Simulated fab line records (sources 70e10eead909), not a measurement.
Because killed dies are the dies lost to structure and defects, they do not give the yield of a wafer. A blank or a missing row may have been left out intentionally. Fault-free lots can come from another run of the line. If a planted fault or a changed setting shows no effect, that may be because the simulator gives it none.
fab line records + flow nand-harc
record:
- lots: 13
- wafers: 39
- last-day: 33
route steps=1302 shown A_WL_FILL@958 A_CONTACT@985 END@1302
lots untouched by any fault: they come from a run of this same line in which no faults occurred
start-h: start of the lot's first displayed wafer, in hours after the record's first day + wait-h: time in hours since the lot's previous step + " identical to the entry in the row above + L1.1+2: a single row standing in for several wafers + - no value, or no start given + * or withheld: withheld + < > ~ a bound
route shown NAME@n: names a module that has steps shown in the file, with the first one's number in the route + usual: the fault-free wafers' mean and standard deviation + same: alike in all rows + chamber/n: place in a boat + sites: readings site by site + _std_site: the standard deviation of these + _edge_site: inner sites' mean taken away from outer sites' mean + radius-mm: for every site, how far away it sits from the centre of the wafer + mask NAME#n: copy n + behind: tool/chamber where the wafer was last shaped + hold: why the lot was held/for how many hours/how that ended + device: which transistor (n, p or np) failed to switch + end of line: tests run on the same wafers once the route is complete + a step given without rows: its recipe and nothing more + killed: dies lost to structure and defects at the first sort, not the wafer's yield + map: a wafer's dies, marking killed ones x, the rest . and places with no die _
set.NAME: the run value of the setting; set.NAME@STEP: its run value at that earlier step + model.NAME: the simulator's own value behind a step, which no gauge read
one table for each step of the route and one row for each wafer, over a sample of lots
services: the hour from which a tool's chamber was out of use, counted from the record's first day as start-h (under 0 if before that day), plus the number of hours and why
== steps ==
step: NHARC_A_WL_FILL_ETCHBACK_05
recipe:
- target-depth-a: 220
- time-s: 60
- temp-c: 40
- chemistry: Cl2/BCl3
usual:
- drypump-motor-current-A: 5.6/0.34
- oes-product-au: 0.999/0.0068
| lot.wafer | tool         | chamber | start-h | wait-h | drypump-motor-current-A | oes-product-au | rf-hours-counter-h |
|-----------|--------------|---------|---------|--------|-------------------------|----------------|--------------------|
| L791.2    | rie-metal-03 | 0       | 469.89  | 0.2    | 5.2                     | 0.999          | 2.4                |
| L791.3    | "            | 1       | "       | "      | 6.2                     | 1.001          | -                  |
| L791.6    | "            | 1       | "       | "      | 6.2                     | 1.002          | -                  |
| L792.2    | rie-metal-01 | 1       | 472.40  | 0.2    | 5.9                     | 1.007          | 1.5                |
| L792.4    | "            | 1       | "       | "      | 5.9                     | 0.990          | -                  |
| L792.5    | "            | 1       | "       | "      | 5.9                     | 0.997          | -                  |
| L793.2    | rie-metal-03 | 1       | 490.89  | 0.2    | 6.2                     | 1.015          | 2.6                |
| L793.5    | "            | 0       | "       | "      | 5.2                     | 1.006          | -                  |
| L793.6    | "            | 1       | "       | "      | 6.2                     | 1.005          | -                  |
| L794.3    | rie-metal-02 | 1       | 491.06  | 0.1    | 5.6                     | 0.998          | -                  |
| L794.4    | "            | 0       | "       | "      | 5.3                     | 0.999          | -                  |
| L794.5    | "            | 1       | "       | "      | 5.5                     | 0.999          | -                  |
| L795.2    | rie-metal-01 | 0       | 495.16  | 0.2    | 5.6                     | 1.008          | 1.9                |
| L795.1    | "            | 1       | "       | "      | 6.0                     | 0.997          | 1.9                |
| L795.4    | "            | 1       | "       | "      | 5.9                     | 0.993          | -                  |
| L797.3    | rie-metal-03 | 1       | 542.39  | 0.1    | 6.2                     | 1.002          | -                  |
| L797.5    | "            | 0       | "       | "      | 5.2                     | 1.004          | -                  |
| L797.6    | "            | 1       | "       | "      | 6.2                     | 1.001          | -                  |
| L800.2    | rie-metal-03 | 1       | 559.44  | 0.2    | 6.2                     | 0.992          | 1.0                |
| L800.5    | "            | 1       | "       | "      | 6.2                     | 1.007          | -                  |
| L800.6    | "            | 0       | "       | "      | 5.2                     | 1.001          | -                  |
| L801.4    | rie-metal-02 | 1       | 583.65  | 0.2    | 5.5                     | 0.996          | -                  |
| L801.6    | "            | 1       | "       | "      | 5.5                     | 1.002          | -                  |
| L801.5    | "            | 0       | "       | "      | 5.3                     | 1.001          | -                  |
| L803.2    | rie-metal-03 | 1       | 583.76  | 0.2    | 6.2                     | 1.001          | 1.9                |
| L803.6    | "            | 0       | "       | "      | 5.2                     | 1.004          | -                  |
| L803.5    | "            | 1       | "       | "      | 6.2                     | 1.000          | -                  |
| L806.3    | rie-metal-02 | 0       | 613.30  | 0.1    | 5.3                     | 0.999          | -                  |
| L806.5    | "            | 1       | "       | "      | 5.5                     | 0.995          | -                  |
| L806.6    | "            | 0       | "       | "      | 5.3                     | 0.995          | -                  |
| L808.2    | rie-metal-02 | 0       | 641.48  | 0.2    | 5.4                     | 1.003          | 0.1                |
| L808.3    | "            | 0       | "       | "      | 5.3                     | 0.998          | -                  |
| L808.4    | "            | 1       | "       | "      | 5.5                     | 0.991          | -                  |
| L809.1    | rie-metal-03 | 1       | 641.80  | 0.2    | 6.2                     | 1.000          | 2.7                |
| L809.2    | "            | 0       | "       | "      | 5.2                     | 0.998          | 2.4                |
| L809.5    | "            | 1       | "       | "      | 6.2                     | 1.013          | -                  |
| L814.1    | rie-metal-01 | 0       | 701.33  | 0.4    | 5.6                     | 1.006          | 2.5                |
| L814.2    | "            | 0       | "       | "      | 5.6                     | 1.005          | -                  |
| L814.5    | "            | 0       | "       | "      | 5.6                     | 0.990          | -                  |
step: NHARC_A_WL_FILL_CMP_12
recipe:
- t-overpolish-s: 30
- target-thk-nm: 100
usual:
- motor-current-A: 11.6/0.97
- overpolish-run-s: 29.999/0.01
- time-to-endpoint-s: 19.0/1.9
| lot.wafer | tool   | chamber | start-h | wait-h | motor-current-A | overpolish-run-s | time-to-endpoint-s |
|-----------|--------|---------|---------|--------|-----------------|------------------|--------------------|
| L791.3    | cmp-02 | 3       | 486.16  | 0.1    | 13.3            | 30.006           | 18.1               |
| L791.2    | "      | 0       | "       | "      | 12.8            | 29.967           | 19.3               |
| L791.6    | "      | 2       | "       | "      | 10.2            | 29.983           | 17.8               |
| L792.2    | cmp-03 | 1       | 486.16  | 0.2    | 11.7            | 29.992           | 16.0               |
| L792.4    | "      | 2       | "       | "      | 10.5            | 29.999           | 17.5               |
| L792.5    | "      | 0       | "       | "      | 12.7            | 30.008           | 19.0               |
| L793.2    | cmp-02 | 3       | 508.99  | 0.2    | 12.4            | 30.013           | 18.1               |
| L793.6    | "      | 2       | "       | "      | 9.8             | 30.007           | 14.6               |
| L793.5    | "      | 3       | "       | "      | 12.8            | 30.020           | 19.4               |
| L794.4    | cmp-03 | 3       | 509.02  | 0.1    | 11.3            | 29.988           | 16.4               |
| L794.3    | "      | 0       | "       | "      | 12.7            | 29.999           | 18.7               |
| L794.5    | "      | 2       | "       | "      | 11.0            | 29.990           | 17.5               |
| L795.4    | cmp-01 | 1       | 512.09  | 0.1    | 10.7            | 30.010           | 17.4               |
| L795.2    | "      | 2       | "       | "      | 11.2            | 30.018           | 20.1               |
| L795.1    | "      | 0       | "       | "      | 10.6            | 29.985           | 17.5               |
| L797.3    | cmp-03 | 3       | 558.19  | 0.1    | 12.1            | 29.998           | 21.2               |
| L797.6    | "      | 3       | "       | "      | 11.8            | 30.001           | 20.1               |
| L797.5    | "      | 0       | "       | "      | 12.2            | 30.004           | 23.4               |
| L800.2    | cmp-03 | 1       | 575.62  | 0.2    | 11.4            | 30.001           | 19.1               |
| L800.6    | "      | 3       | "       | "      | 11.9            | 29.989           | 19.1               |
| L800.5    | "      | 0       | "       | "      | 12.1            | 30.005           | 20.4               |
| L803.2    | cmp-03 | 3       | 599.33  | 0.1    | 12.0            | 29.993           | 20.6               |
| L803.5    | "      | 3       | "       | "      | 12.0            | 30.007           | 17.7               |
| L803.6    | "      | 0       | "       | "      | 12.2            | 29.988           | 18.7               |
| L801.4    | cmp-02 | 1       | 599.36  | 0.1    | 12.7            | 29.979           | 17.7               |
| L801.6    | "      | 0       | "       | "      | 13.0            | 29.990           | 16.3               |
| L801.5    | "      | 1       | "       | "      | 11.7            | 30.002           | 17.5               |
| L806.3    | cmp-01 | 1       | 629.03  | 0.1    | 10.7            | 30.020           | 19.8               |
| L806.5    | "      | 0       | "       | "      | 10.3            | 29.997           | 19.5               |
| L806.6    | "      | 1       | "       | "      | 10.5            | 30.003           | 18.9               |
| L808.4    | cmp-03 | 3       | 657.35  | 0.1    | 11.8            | 29.980           | 19.7               |
| L808.3    | "      | 1       | "       | "      | 11.9            | 30.004           | 21.9               |
| L808.2    | "      | 2       | "       | "      | 11.1            | 30.012           | 22.0               |
| L809.1    | cmp-02 | 1       | 657.42  | 0.2    | 12.3            | 29.992           | 14.9               |
| L809.2    | "      | 2       | "       | "      | 10.3            | 30.014           | 14.7               |
| L809.5    | "      | 0       | "       | "      | 12.6            | 29.994           | 16.9               |
| L814.1    | cmp-03 | 2       | 717.98  | 0.1    | 11.2            | 30.008           | 19.4               |
| L814.2    | "      | 1       | "       | "      | 12.4            | 30.019           | 20.2               |
| L814.5    | "      | 2       | "       | "      | 11.2            | 29.988           | 17.7               |
step: NHARC_A_CONTACT_DEP_28
recipe:
- target-thk-a: 70000
- temp-c: 400
- material: aC
usual:
- susceptor-temp-C: 400.03/0.21
- throttle-valve-pct: 35.000/0.0095
| lot.wafer | tool       | chamber | start-h | wait-h | susceptor-temp-C | throttle-valve-pct |
|-----------|------------|---------|---------|--------|------------------|--------------------|
| L791.2    | acl-dep-02 | 0       | 492.38  | 5.2    | 399.88           | 34.990             |
| L791.3    | "          | 0       | "       | "      | 400.18           | 34.999             |
| L791.6    | "          | 0       | 495.21  | 8.0    | 400.06           | 35.000             |
| L792.2    | acl-dep-01 | 0       | 493.46  | 6.2    | 400.15           | 34.988             |
| L792.4    | "          | 0       | 494.87  | 7.6    | 400.12           | 35.005             |
| L792.5    | "          | 0       | "       | "      | 399.83           | 34.989             |
| L793.2    | acl-dep-03 | 0       | 510.81  | 0.8    | 399.90           | 35.000             |
| L793.5    | "          | 0       | 512.93  | 2.9    | 399.72           | 35.000             |
| L793.6    | "          | 0       | "       | "      | 399.95           | 35.004             |
| L794.3    | acl-dep-02 | 0       | 511.52  | 1.5    | 399.94           | 35.015             |
| L794.4    | "          | 0       | "       | "      | 399.86           | 35.003             |
| L794.5    | "          | 0       | "       | "      | 400.24           | 34.995             |
| L795.1    | acl-dep-02 | 0       | 514.35  | 1.2    | -                | 34.993             |
| L795.2    | "          | 0       | "       | "      | -                | 35.006             |
| L795.4    | "          | 0       | 516.43  | 3.3    | -                | 34.997             |
| L797.3    | acl-dep-03 | 0       | 560.73  | 1.5    | -                | 34.996             |
| L797.5    | "          | 0       | 562.14  | 2.9    | -                | 34.990             |
| L797.6    | "          | 0       | "       | "      | -                | 35.002             |
| L800.2    | acl-dep-01 | 0       | 577.44  | 0.8    | 399.67           | 35.004             |
| L800.5    | "          | 0       | 579.57  | 2.9    | 399.98           | 35.009             |
| L800.6    | "          | 0       | "       | "      | 400.01           | 34.985             |
| L803.2    | acl-dep-03 | 0       | 601.84  | 1.4    | 399.91           | 35.000             |
| L803.5    | "          | 0       | 603.99  | 3.6    | 400.38           | 35.012             |
| L803.6    | "          | 0       | "       | "      | 400.11           | 35.000             |
| L801.4    | acl-dep-02 | 0       | 603.47  | 3.0    | 400.13           | 34.997             |
| L801.5    | "          | 0       | "       | "      | 400.21           | 34.997             |
| L801.6    | "          | 0       | "       | "      | 400.32           | 35.005             |
| L806.3    | acl-dep-01 | 0       | 634.95  | 4.7    | -                | 35.012             |
| L806.5    | "          | 0       | 636.34  | 6.1    | -                | 35.004             |
| L806.6    | "          | 0       | "       | "      | -                | 35.000             |
| L809.1    | acl-dep-01 | 0       | 658.55  | 0.1    | 399.91           | 35.016             |
| L809.2    | "          | 0       | "       | "      | 400.03           | 34.998             |
| L809.5    | "          | 0       | 661.42  | 2.9    | 400.15           | 34.984             |
| L808.2    | acl-dep-03 | 0       | 659.20  | 0.8    | 400.50           | 34.992             |
| L808.3    | "          | 0       | "       | "      | 400.36           | 35.006             |
| L808.4    | "          | 0       | "       | "      | 400.09           | 34.991             |
| L814.1    | acl-dep-03 | 0       | 719.12  | 0.1    | 399.72           | 34.993             |
| L814.2    | "          | 0       | "       | "      | 399.63           | 34.991             |
| L814.5    | "          | 0       | 721.99  | 2.9    | 399.90           | 34.986             |
step: NHARC_A_CONTACT_DEP_29
recipe:
- target-thk-a: 1000
- target-thk-nm: 100
- temp-c: 400
- pressure-torr: 3.5
- flow-sccm: 200
- rf-w: 350
- material: SiON
usual:
- chamber-pressure-Torr: 3.501/0.0078
- heater-power-outer-w: 486/81
- heater-power-w: 785/110
- susceptor-temp-C: 400.00/0.23
| lot.wafer | tool     | chamber | start-h | wait-h | chamber-pressure-Torr | heater-power-outer-w | heater-power-w | since-wet-clean-h | susceptor-temp-C |
|-----------|----------|---------|---------|--------|-----------------------|----------------------|----------------|-------------------|------------------|
| L791.2    | pecvd-03 | 1       | 495.95  | 2.9    | 3.510                 | 586                  | 877            | 117               | 400.18           |
| L791.3    | "        | 0       | "       | "      | 3.500                 | 546                  | 879            | 117               | 399.86           |
| L791.6    | "        | 2       | "       | "      | 3.506                 | 483                  | 752            | -                 | 399.60           |
| L792.2    | pecvd-03 | 1       | 497.03  | 2.9    | 3.509                 | 540                  | 807            | 118               | 400.00           |
| L792.4    | "        | 1       | "       | "      | 3.510                 | 549                  | 802            | -                 | 399.46           |
| L792.5    | "        | 2       | "       | "      | 3.494                 | 539                  | 843            | -                 | 399.73           |
| L793.2    | pecvd-03 | 0       | 514.36  | 2.9    | 3.496                 | 664                  | 1029           | 135               | 400.21           |
| L793.6    | "        | 0       | "       | "      | 3.500                 | 649                  | 1019           | -                 | 399.92           |
| L793.5    | "        | 1       | "       | "      | 3.493                 | 583                  | 849            | -                 | 400.06           |
| L794.3    | pecvd-02 | 0       | 514.43  | 2.2    | 3.499                 | 472                  | 813            | 92                | 399.85           |
| L794.4    | "        | 1       | "       | "      | 3.513                 | 395                  | 673            | -                 | 400.07           |
| L794.5    | "        | 0       | "       | "      | 3.498                 | 468                  | 822            | -                 | 399.72           |
| L795.2    | pecvd-01 | 1       | 518.54  | 2.8    | 3.501                 | 450                  | 704            | 13                | 400.01           |
| L795.1    | "        | 0       | "       | "      | 3.499                 | 441                  | 798            | 13                | 399.89           |
| L795.4    | "        | 0       | "       | "      | 3.513                 | 456                  | 819            | -                 | 399.70           |
| L797.3    | pecvd-02 | 1       | 563.63  | 2.2    | 3.498                 | 461                  | 754            | 141               | 400.39           |
| L797.6    | "        | 2       | "       | "      | 3.498                 | 453                  | 698            | -                 | 399.99           |
| L797.5    | "        | 0       | "       | "      | 3.497                 | 459                  | 799            | -                 | 400.13           |
| L800.2    | pecvd-02 | 0       | 581.08  | 2.9    | 3.503                 | 465                  | 813            | 159               | 399.62           |
| L800.6    | "        | 1       | "       | "      | 3.499                 | 425                  | 688            | -                 | 400.15           |
| L800.5    | "        | 2       | "       | "      | 3.501                 | 548                  | 822            | -                 | 400.01           |
| L803.2    | pecvd-01 | 1       | 605.48  | 2.9    | 3.498                 | 389                  | 610            | 100               | 400.32           |
| L803.6    | "        | 0       | "       | "      | 3.500                 | 463                  | 845            | -                 | 400.01           |
| L803.5    | "        | 1       | "       | "      | 3.500                 | 395                  | 635            | -                 | 400.06           |
| L801.4    | pecvd-02 | 0       | 605.71  | 1.5    | 3.499                 | 481                  | 821            | -                 | 399.68           |
| L801.5    | "        | 1       | "       | "      | 3.497                 | 362                  | 625            | -                 | 400.12           |
| L801.6    | "        | 2       | "       | "      | 3.517                 | 541                  | 795            | -                 | 400.21           |
| L806.3    | pecvd-03 | 0       | 637.76  | 2.1    | -                     | -                    | -              | -                 | -                |
| L806.5    | "        | 0       | "       | "      | -                     | -                    | -              | -                 | -                |
| L806.6    | "        | 1       | "       | "      | -                     | -                    | -              | -                 | -                |
| L808.2    | pecvd-03 | 2       | 662.78  | 2.9    | -                     | -                    | -              | -                 | -                |
| L808.3    | "        | 1       | "       | "      | -                     | -                    | -              | -                 | -                |
| L808.4    | "        | 1       | "       | "      | -                     | -                    | -              | -                 | -                |
| L809.1    | pecvd-01 | 2       | 662.88  | 3.6    | -                     | -                    | -              | -                 | -                |
| L809.2    | "        | 1       | "       | "      | -                     | -                    | -              | -                 | -                |
| L809.5    | "        | 0       | "       | "      | -                     | -                    | -              | -                 | -                |
| L814.1    | pecvd-01 | 1       | 723.45  | 3.6    | 3.496                 | 345                  | 561            | 37                | 399.80           |
| L814.2    | "        | 2       | "       | "      | 3.502                 | 434                  | 763            | 37                | 400.29           |
| L814.5    | "        | 1       | "       | "      | 3.495                 | 357                  | 574            | -                 | 399.87           |
step: NHARC_END_SORT_01
recipe:
- temp-c: 25
usual:
- killed-at-array: 59/17
- killed-at-other: 0.7/0.9
- killed-at-periphery: 3.6/2.3
- killed-dies: 63/18
- killed-open: 3.4/1.9
- killed-short: 2.6/1.7
same:
- gross-dies: 677
| lot.wafer | tool      | chamber | start-h | wait-h | killed-at-array | killed-at-other | killed-at-periphery | killed-dies | killed-open | killed-short |
|-----------|-----------|---------|---------|--------|-----------------|-----------------|---------------------|-------------|-------------|--------------|
| L806.3    | prober-01 | 0       | 706.12  | 3.1    | 674             | 0               | 3                   | 677         | 5           | 2            |
| L806.5    | prober-01 | 0       | 707.72  | 3.7    | 675             | 0               | 2                   | 677         | 0           | 1            |
| L806.6    | prober-01 | 0       | 708.51  | 4.0    | 674             | 1               | 2                   | 677         | 4           | 1            |
| L808.2    | prober-02 | 0       | 734.09  | 2.8    | 671             | 0               | 6                   | 677         | 4           | 4            |
| L808.3    | prober-02 | 0       | 734.90  | 3.1    | 674             | 0               | 3                   | 677         | 1           | 4            |
| L808.4    | prober-02 | 0       | 735.70  | 3.4    | 672             | 1               | 4                   | 677         | 1           | 3            |
| L809.1    | prober-01 | 0       | 752.21  | 2.5    | 674             | 1               | 2                   | 677         | 3           | 3            |
| L809.2    | prober-01 | 0       | 753.01  | 2.8    | 675             | 0               | 2                   | 677         | 2           | 1            |
| L809.5    | prober-01 | 0       | 755.40  | 3.7    | 673             | 2               | 2                   | 677         | 6           | 6            |
killed by level:class
L806.3 A_CONTACT:area-dep=613 A_CHANNEL_HOLE_D2:chamber-film-flake=29 A_CHANNEL_HOLE_D1:chamber-film-flake=8 A_CONTACT:chamber-film-flake=5 A_WL_FILL:chamber-film-flake=4 A_STAIRCASE:chamber-film-flake=3 A_SLIT:chamber-film-flake=3 P_ZERO_WELL:chamber-film-flake=2
L806.5 A_CONTACT:area-dep=631 A_CHANNEL_HOLE_D2:chamber-film-flake=20 A_CHANNEL_HOLE_D1:chamber-film-flake=7 A_CONTACT:chamber-film-flake=7 A_DECK1_JOINT:chamber-film-flake=4 A_SLIT:chamber-film-flake=2 A_CHANNEL_FILL_D2:geometric-particle:short=1 P_STI:chamber-film-flake=1
L806.6 A_CONTACT:area-dep=629 A_CHANNEL_HOLE_D2:chamber-film-flake=18 A_CONTACT:chamber-film-flake=7 A_CHANNEL_HOLE_D1:chamber-film-flake=5 A_WL_FILL:chamber-film-flake=5 A_SLIT:chamber-film-flake=4 P_CONTACT:geometric-particle:open=1 A_CHANNEL_FILL_D1:geometric-particle:open=1
L808.2 A_CONTACT:area-dep=577 A_CHANNEL_HOLE_D1:chamber-film-flake=35 A_SLIT:chamber-film-flake=34 A_CONTACT:chamber-film-flake=11 A_WL_FILL:chamber-film-flake=4 P_CONTACT:geometric-particle:open=2 A_DECK1_JOINT:geometric-particle:open=2 P_GATE:chamber-film-flake=2
L808.3 A_CONTACT:area-dep=600 A_CHANNEL_HOLE_D1:chamber-film-flake=30 A_SLIT:chamber-film-flake=18 A_CONTACT:chamber-film-flake=12 A_DECK1_JOINT:chamber-film-flake=5 A_WL_FILL:chamber-film-flake=3 P_GATE:geometric-particle:open=1 A_CHANNEL_FILL_D1:geometric-particle:short=1
L808.4 A_CONTACT:area-dep=590 A_SLIT:chamber-film-flake=34 A_CHANNEL_HOLE_D1:chamber-film-flake=28 A_CONTACT:chamber-film-flake=12 P_GATE:chamber-film-flake=2 A_DECK1_JOINT:chamber-film-flake=2 A_WL_FILL:chamber-film-flake=2 A_CHANNEL_FILL_D2:geometric-particle:short=1
L809.1 A_CONTACT:area-dep=627 A_CHANNEL_HOLE_D1:chamber-film-flake=29 A_CONTACT:chamber-film-flake=4 A_SLIT:chamber-film-flake=3 A_CHANNEL_FILL_D1:chamber-film-flake=2 A_STAIRCASE:chamber-film-flake=2 A_SGD_CUT:chamber-film-flake=2 P_GATE:geometric-particle:open=1
L809.2 A_CONTACT:area-dep=636 A_CHANNEL_HOLE_D1:chamber-film-flake=24 A_SLIT:chamber-film-flake=6 A_CONTACT:chamber-film-flake=5 A_CHANNEL_FILL_D1:chamber-film-flake=2 P_GATE:geometric-particle:short=1 P_CONTACT:geometric-particle:open=1 A_CHANNEL_FILL_D2:geometric-particle:open=1
L809.5 A_CONTACT:area-dep=617 A_CHANNEL_HOLE_D1:chamber-film-flake=36 A_CONTACT:chamber-film-flake=4 A_SLIT:chamber-film-flake=3 A_ONON_D2:geometric-particle:short=2 A_CHANNEL_FILL_D2:geometric-particle:open=2 THIN_TSV:chamber-film-flake=2 P_CONTACT:geometric-particle:open=1
== services ==
| tool         | chamber | start-h | hours | kind   |
|--------------|---------|---------|-------|--------|
| rie-metal-02 | -       | 454.00  | 9.0   | pm     |
| cmp-03       | -       | 456.00  | 4.0   | pm     |
| cmp-02       | -       | 469.19  | 1.7   | repair |
| cmp-02       | -       | 471.26  | 1.2   | repair |
| rie-metal-02 | 1       | 477.82  | 9.1   | repair |
| acl-dep-03   | -       | 485.41  | 13.0  | pm     |
| pecvd-01     | -       | 492.21  | 13.0  | pm     |
| cmp-02       | -       | 495.62  | 4.0   | repair |
| pecvd-03     | -       | 511.44  | 0.8   | repair |
| cmp-03       | -       | 513.04  | 2.5   | repair |
| cmp-02       | -       | 518.75  | 0.4   | repair |
| rie-metal-03 | -       | 519.00  | 9.0   | pm     |
| cmp-03       | -       | 520.59  | 1.7   | repair |
| cmp-03       | -       | 538.59  | 1.6   | repair |
| cmp-03       | -       | 544.10  | 2.8   | repair |
| pecvd-03     | -       | 547.29  | 13.0  | pm     |
| rie-metal-03 | -       | 552.07  | 0.6   | repair |
| cmp-03       | -       | 554.00  | 4.0   | pm     |
| cmp-03       | -       | 608.34  | 0.5   | repair |
| cmp-03       | -       | 620.01  | 1.5   | repair |
| cmp-03       | -       | 634.06  | 1.2   | repair |
| cmp-03       | -       | 652.00  | 4.0   | pm     |
| acl-dep-03   | -       | 667.42  | 13.0  | pm     |
| rie-metal-03 | -       | 696.00  | 9.0   | pm     |
== key ==
first-sign:
- step: NHARC_A_CONTACT_DEP_29
- reading: tool-record
- direction: missing
effect:
- step: NHARC_END_SORT_01
- reading: killed-at-array
- direction: up
- sigmas: 36
- usual: 59
- struck: 674
more-kills-born-at:
- NHARC_A_CONTACT_DEP_29@pecvd-03: 3640
- NHARC_A_CONTACT_DEP_29@pecvd-01: 1880
met-at NHARC_A_CONTACT_DEP_29
struck-lots L806,L808,L809
later-rows-left-out L806.3,L806.5,L806.6,L808.2,L808.3,L808.4,L809.1,L809.2,L809.5
tester-left-out L806,L808,L809
not-acting-at NHARC_A_WL_FILL_ETCHBACK_05,NHARC_A_WL_FILL_CMP_12,NHARC_A_CONTACT_DEP_28
onset-between 605.48 637.76
fault:
- kind: skipped-step-whole
- tool: pecvd-01,pecvd-03
- chamber: -
- onset-h: 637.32
- steps: NHARC_A_CONTACT_DEP_29
- scope: struck-lots-only
tester-left-out: of these lots the tester's yield and bins aren't shown, on N5 and GAA mostly nor the transistor test; their killed dies are dies lost to structure and defects alone, not to doping, threshold or leakage, so they don't give the yield
later-rows-left-out: the simulator's readings of these wafers behind a module that went badly wrong aren't trusted and aren't shown, but for the sort
